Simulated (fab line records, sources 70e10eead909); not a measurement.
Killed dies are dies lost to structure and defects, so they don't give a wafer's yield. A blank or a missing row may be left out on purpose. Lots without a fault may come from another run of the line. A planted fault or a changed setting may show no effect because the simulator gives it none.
fab line records | flow nand_harc
record lots=15 wafers=44 last_day=33
route steps=1302 shown A_SLIT@946 A_WL_FILL@956
lots that met no fault: from a run of the same line without faults
start_h: hours from the record's first day to the start of the lot's first wafer shown | wait_h: hours since the lot's step before | " the same as in the row above | L1.1+2: a row that stands for several wafers | - no value, or no start given | * or withheld: withheld | < > ~ a bound
route shown NAME@n: a module of which the file shows steps, and the number in the route of the first | usual: mean/standard deviation of fault-free wafers | same: alike in all rows | chamber/n: place in a boat | sites: the reading at each site | _std_site: their standard deviation | _edge_site: outer sites' mean less inner sites' | radius_mm: how far each site lies from the wafer's centre | mask NAME#n: copy n | behind: the tool/chamber that last shaped the wafer | hold: why the lot was held/for how many hours/how that ended | device: the transistor (n, p or np) that didn't switch | end of line: the same wafers' tests at the end of the route | a step without rows: its recipe alone | killed: dies lost to structure and defects at the first sort, not the wafer's yield | map: a wafer's dies, x killed, . not, _ none there
set.NAME: the setting as run; set.NAME@STEP: as run at that earlier step | model.NAME: the simulator's own value behind a step, which no gauge read
steps of the route over a sample of lots; a table a step, a row a wafer
services: from which hour (start_h, from the record's first day; less than 0 if before it) a tool's chamber was out of use, for how many hours, and why
## steps
# step NHARC_A_SLIT_CD_MEAS_21
# usual cd_nm=289.5/0.74
# columns lot.wafer tool chamber start_h wait_h cd_nm
L891.2 cd_sem-03 - 470.70 - 289.9
L891.3 " - " " 289.0
L891.6 " - " " 288.9
L893.2 cd_sem-02 - 482.50 - 289.6
L893.4 " - " " 290.0
L893.6 " - " " 290.9
L894.2 cd_sem-02 - 484.33 - 288.7
L894.4 " - " " 288.8
L894.5 " - " " 289.6
L896.3 cd_sem-02 - 508.24 - 287.8
L896.5 " - " " 288.2
L896.6 " - " " 287.6
L895.2 cd_sem-03 - 508.34 - 290.6
L895.5 " - " " 290.4
L895.6 " - " " 289.5
L897.1 cd_sem-03 - 516.44 - 288.4
L897.2 " - " " 288.9
L897.4 " - " " 287.9
L898.2 cd_sem-03 - 537.72 - 290.1
L898.3 " - " " 290.0
L898.5 " - " " 289.5
L899.2 cd_sem-03 - 541.20 - 290.5
L899.4 " - " " 290.1
L899.6 " - " " 289.6
L900.1 cd_sem-01 - 551.35 - 290.3
L900.2 " - " " 290.1
L900.6 " - " " 289.8
L902.3 cd_sem-02 - 563.86 - 289.8
L902.6 " - " " 289.9
L904.2 cd_sem-01 - 589.91 - 288.2
L904.5 " - " " 287.7
L904.6 " - " " 288.4
L905.1 cd_sem-03 - 597.42 - 288.1
L905.4 " - " " 289.3
L905.6 " - " " 288.9
L912.2 cd_sem-02 - 670.47 0.1 290.1
L912.4 " - " " 290.1
L912.5 " - " " 289.6
L914.1 cd_sem-01 - 679.78 - 289.5
L914.3 " - " " 289.0
L914.6 " - " " 289.0
L913.2 cd_sem-02 - 681.62 - 290.2
L913.3 " - " " 290.0
L913.4 " - " " 289.8
# step NHARC_A_WL_FILL_CVD_03
# recipe target_thk_a=400 temp_c=300 pressure_torr=40 wf6_flow_sccm=40 h2_flow_sccm=1600 ar_flow_sccm=1560 time_s=279 material=W
# usual heater_power_outer_w=277/26 heater_power_w=490/55 throttle_valve_pct=8.19/0.23
# columns lot.wafer tool chamber start_h wait_h heater_power_outer_w heater_power_w since_wet_clean_h throttle_valve_pct
L891.2 cvd_w-02 0 478.44 0.1 255 426 15 8.06
L891.3 " 1 " " 305 550 - 7.95
L891.6 " 0 " " 250 424 - 7.87
L893.2 cvd_w-01 0 490.43 0.1 276 517 111 8.02
L893.4 " 1 " " 245 455 - 8.35
L893.6 " 0 " " 275 524 - 7.69
L894.2 cvd_w-01 0 492.31 0.1 281 500 113 7.86
L894.4 " 0 " " 277 516 - 7.59
L894.5 " 1 " " 248 469 - 8.35
L896.3 cvd_w-01 0 515.94 0.2 279 500 - 8.01
L896.5 " 0 " " 271 497 - 7.88
L896.6 " 1 " " 248 455 - 8.47
L895.2 cvd_w-02 1 516.05 0.1 324 556 53 8.43
L895.6 " 0 " " 252 426 - 8.04
L895.5 " 1 " " 312 558 - 8.49
L897.1 cvd_w-02 1 524.19 0.1 319 555 61 8.10
L897.2 " 0 " " 254 419 61 8.30
L897.4 " 0 " " 250 409 - 8.19
L898.2 cvd_w-01 1 545.35 0.1 251 457 166 8.68
L898.3 " 0 " " 283 511 - 7.84
L898.5 " 0 " " 278 517 - 7.96
L899.2 cvd_w-02 1 548.83 0.1 313 558 85 8.17
L899.4 " 0 " " 262 437 - 7.96
L899.6 " 0 " " 255 418 - 8.24
L900.1 cvd_w-02 0 559.07 0.1 261 433 96 8.08
L900.2 " 1 " " 314 545 96 8.30
L900.6 " 1 " " 312 551 - 8.24
L902.3 cvd_w-01 1 572.76 0.2 269 483 - 8.19
L902.6 " 1 " " 270 480 - 8.39
L904.2 cvd_w-02 1 597.59 0.1 312 552 134 8.30
L904.6 " 0 " " 254 420 - 8.13
L904.5 " 1 " " 313 572 - 8.31
L905.1 cvd_w-02 1 605.87 0.8 311 551 142 8.20
L905.4 " 1 " " 300 571 - 8.18
L905.6 " 1 " " 314 542 - 8.49
L912.2 cvd_w-02 1 678.30 0.1 306 556 34 8.17
L912.4 " 1 " " 304 563 - 8.23
L912.5 " 1 " " 301 544 - 8.24
L914.1 cvd_w-02 1 687.52 0.1 308 545 43 8.03
L914.3 " 1 " " 303 546 - 8.20
L914.6 " 0 " " 249 413 - 8.29
L913.2 cvd_w-01 1 689.37 0.1 264 484 129 8.52
L913.4 " 1 " " 265 486 - 8.50
L913.3 " 0 " " 297 525 - 8.18
# step NHARC_A_WL_FILL_ETCHBACK_26
# recipe target_depth_a=520 time_s=13.3 hbr_flow_sccm=150 rf_w=350 icp_w=350 bias_w=60 chemistry=HBr
# usual drypump_motor_current_A=5.8/0.44 hbr_flow_sccm=150.1/0.56 oes_product_au=0.998/0.0071 throttle_valve_pct=23.266/0.0084
# columns lot.wafer tool chamber start_h wait_h drypump_motor_current_A hbr_flow_sccm oes_product_au rf_hours_counter_h throttle_valve_pct
L891.2 rie_si-06 0 497.66 0.4 6.6 150.9 0.991 0.6 23.280
L891.3 " 2 " " 4.8 150.2 0.996 0.2 23.268
L891.6 " 3 " " 5.7 149.5 0.993 - 23.278
L894.2 rie_si-02 0 506.64 0.4 5.7 149.7 0.994 0.3 23.261
L894.4 " 1 " " 6.1 150.3 0.997 0.2 23.269
L894.5 " 1 " " 6.1 149.8 0.990 - 23.260
L893.2 rie_si-06 2 509.26 0.4 4.8 149.7 0.990 0.3 23.274
L893.4 " 3 " " 5.7 150.0 0.991 0.6 23.260
L893.6 " 0 " " 6.6 149.6 0.997 - 23.249
L896.3 rie_si-06 0 531.54 0.4 6.6 151.1 0.997 0.8 23.279
L896.6 " 2 " " 4.8 150.1 1.001 - 23.267
L896.5 " 3 " " 5.7 150.4 0.997 - 23.274
L895.2 rie_si-03 3 531.55 0.4 5.6 150.9 1.001 0.2 23.272
L895.5 " 0 " " 5.7 150.0 0.998 - 23.264
L895.6 " 1 " " 5.4 150.3 1.009 - 23.260
L897.1 rie_si-06 0 540.15 0.4 6.6 150.1 0.993 0.8 23.258
L897.4 " 1 " " 6.2 150.9 0.991 0.7 23.267
L897.2 " 2 " " 4.8 149.9 0.987 0.5 23.264
L898.3 rie_si-03 3 562.55 0.4 5.5 149.8 1.004 0.4 23.276
L898.2 " 0 " " 5.7 149.8 1.004 1.1 23.257
L898.5 " 3 " " 5.5 150.3 1.011 - 23.272
L899.2 rie_si-02 1 566.92 0.4 6.1 151.2 1.009 0.6 23.273
L899.4 " 1 " " 6.1 150.0 0.996 - 23.279
L899.6 " 3 " " 5.9 150.0 1.002 - 23.276
L900.1 rie_si-06 2 575.18 0.4 4.8 149.5 1.002 0.7 23.256
L900.2 " 3 " " 5.7 149.9 0.984 1.1 23.272
L900.6 " 2 " " 4.8 150.0 0.995 - 23.272
L902.3 rie_si-02 3 588.88 0.4 6.0 150.0 0.690 1.0 23.272
L902.6 " 0 " " 5.7 150.1 0.695 - 23.262
L904.2 rie_si-02 0 614.90 0.4 5.7 150.3 0.999 1.3 23.264
L904.6 " 1 " " 6.1 149.8 0.690 - 23.282
L904.5 " 2 " " 5.7 149.7 0.990 - 23.284
L905.4 rie_si-02 2 622.72 0.4 5.7 149.5 1.000 0.6 23.271
L905.1 " 3 " " 6.0 150.2 0.987 1.1 23.271
L905.6 " 0 " " 5.7 150.1 0.690 - 23.268
L912.2 rie_si-06 1 699.91 0.4 6.2 150.6 0.994 0.5 23.276
L912.4 " 2 " " 4.8 150.8 1.007 0.5 23.276
L912.5 " 2 " " 4.8 149.9 0.995 - 23.262
L913.3 rie_si-03 1 706.62 0.4 5.4 150.9 1.004 0.8 23.273
L913.2 " 2 " " 6.2 150.4 0.998 0.8 23.258
L913.4 " 3 " " 5.6 150.5 1.007 0.8 23.267
L914.3 rie_si-02 3 706.63 0.4 6.0 150.5 0.983 0.4 23.272
L914.1 " 1 " " 6.1 150.2 1.004 0.3 23.260
L914.6 " 3 " " 6.0 150.0 0.995 - 23.251
# step NHARC_A_WL_FILL_ALD_19
# recipe target_thk_a=20 pulse_time_s=3 ald_cycles=100 temp_c=450 material=TiN
# usual heater_power_outer_w=660/77 heater_power_w=1074/130 precursor_pulse_height_rel=0.999/0.02
# same ald_cycles=100
# columns lot.wafer tool chamber start_h wait_h heater_power_outer_w heater_power_w precursor_pulse_height_rel since_wet_clean_h
L891.3 ald_metal-01 2 497.92 0.1 715 1166 1.010 140
L891.2 " 0 " " 492 828 0.971 140
L891.6 " 3 " " 718 1163 0.991 -
L894.4 ald_metal-04 3 506.93 0.1 658 1057 0.959 23
L894.2 " 0 " " 678 1083 1.005 23
L894.5 " 2 " " 611 969 1.025 -
L893.2 ald_metal-01 1 509.50 0.1 741 1326 0.997 152
L893.4 " 3 " " 725 1152 0.937 152
L893.6 " 2 " " 743 1185 1.006 -
L895.2 ald_metal-03 2 531.78 0.1 664 1027 1.014 132
L895.5 " 2 " " 673 1003 0.965 -
L895.6 " 3 " " 576 930 1.006 -
L896.3 ald_metal-04 0 531.82 0.1 650 1102 1.004 48
L896.6 " 2 " " 597 983 0.970 -
L896.5 " 3 " " 664 1061 0.976 -
L897.1 ald_metal-01 3 540.41 0.1 750 1189 1.000 4
L897.2 " 1 " " 729 1293 1.010 4
L897.4 " 2 " " 769 1219 0.997 5
L898.3 ald_metal-01 3 562.83 0.1 749 1208 1.034 27
L898.2 " 2 " " 755 1197 0.992 27
L898.5 " 3 " " 757 1188 0.967 -
L899.2 ald_metal-03 1 567.24 0.1 681 1132 0.981 167
L899.4 " 3 " " 574 923 1.014 167
L899.6 " 1 " " 663 1128 1.005 -
L900.2 ald_metal-04 2 575.45 0.1 618 1003 1.032 91
L900.1 " 3 " " 668 1088 0.992 92
L900.6 " 3 " " 674 1099 1.030 -
L902.3 ald_metal-01 3 589.18 0.1 765 1230 1.001 53
L902.6 " 3 " " 756 1209 1.012 -
L904.2 ald_metal-04 2 615.18 0.2 623 952 0.996 131
L904.5 " 3 " " 661 1091 1.006 -
L904.6 " 0 " " 679 1083 1.011 -
L905.4 ald_metal-01 2 622.99 0.1 763 1190 1.000 87
L905.1 " 3 " " 770 1219 1.014 87
L905.6 " 1 " " 723 1303 1.008 -
L912.4 ald_metal-03 3 700.18 0.1 558 870 1.009 122
L912.2 " 0 " " 597 986 0.996 122
L912.5 " 0 " " 591 979 0.989 -
L913.3 ald_metal-03 1 706.89 0.1 674 1155 1.004 129
L913.2 " 2 " " 688 1004 1.003 129
L913.4 " 0 " " 591 961 1.001 129
L914.3 ald_metal-04 3 706.91 0.1 642 1029 1.020 45
L914.1 " 1 " " 617 1003 0.999 45
L914.6 " 1 " " 629 981 0.973 -
## services
# columns tool chamber start_h hours kind
cvd_w-01 0 464.75 3.2 repair
ald_metal-04 - 474.00 10.0 pm
ald_metal-01 1 475.06 9.4 repair
rie_si-06 - 478.92 0.5 repair
cvd_w-01 - 486.38 0.7 repair
ald_metal-04 1 520.20 4.3 repair
ald_metal-01 - 526.00 10.0 pm
cvd_w-01 1 530.86 2.8 repair
cvd_w-01 - 547.31 13.0 pm
ald_metal-01 0 558.24 7.7 repair
rie_si-02 2 566.20 39.6 repair
ald_metal-03 - 568.00 10.0 pm
cvd_w-01 0 590.69 17.9 repair
rie_si-02 3 596.94 10.8 repair
rie_si-06 - 603.00 9.0 pm
rie_si-02 - 631.00 9.0 pm
cvd_w-02 - 631.42 13.0 pm
cvd_w-01 0 651.86 6.4 repair
ald_metal-04 - 652.00 10.0 pm
rie_si-02 3 660.53 5.6 repair
rie_si-06 0 680.84 4.5 repair
cvd_w-02 - 688.98 0.6 repair
ald_metal-01 - 704.00 10.0 pm
ald_metal-04 0 706.39 13.6 repair
## key
first_sign step=NHARC_A_WL_FILL_ETCHBACK_26 reading=oes_product_au direction=down sigmas=43 usual=0.998 struck=0.691
effect none on later readings
met_at NHARC_A_WL_FILL_ETCHBACK_26
struck_lots L902,L904,L905
struck_wafers L902.3,L902.6,L904.6,L905.6
later_rows_left_out L902.3,L902.6,L904.6,L905.6
sort_left_out L902.3,L902.6,L904.6,L905.6
tester_left_out L902,L904,L905
not_acting_at NHARC_A_SLIT_CD_MEAS_21,NHARC_A_WL_FILL_CVD_03,NHARC_A_WL_FILL_ALD_19
onset_between 566.92 588.88
fault kind=process_parameter_drift tool=rie_si-02 chamber=- onset_h=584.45 steps=NHARC_A_WL_FILL_ETCHBACK_26 channel=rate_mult offset=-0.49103 shape=step end_h=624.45 scope=struck_wafers_only
# tester_left_out: of these lots the tester's yield and bins aren't shown, on N5 and GAA mostly nor the transistor test; their killed dies are dies lost to structure and defects alone, not to doping, threshold or leakage, so they don't give the yield
# sort_left_out: the simulated sort isn't trusted on such a fault, so these wafers' sort isn't shown, and their yield isn't known
# later_rows_left_out: the simulator's readings of these wafers behind a module that went badly wrong aren't trusted and aren't shown, but for the sort
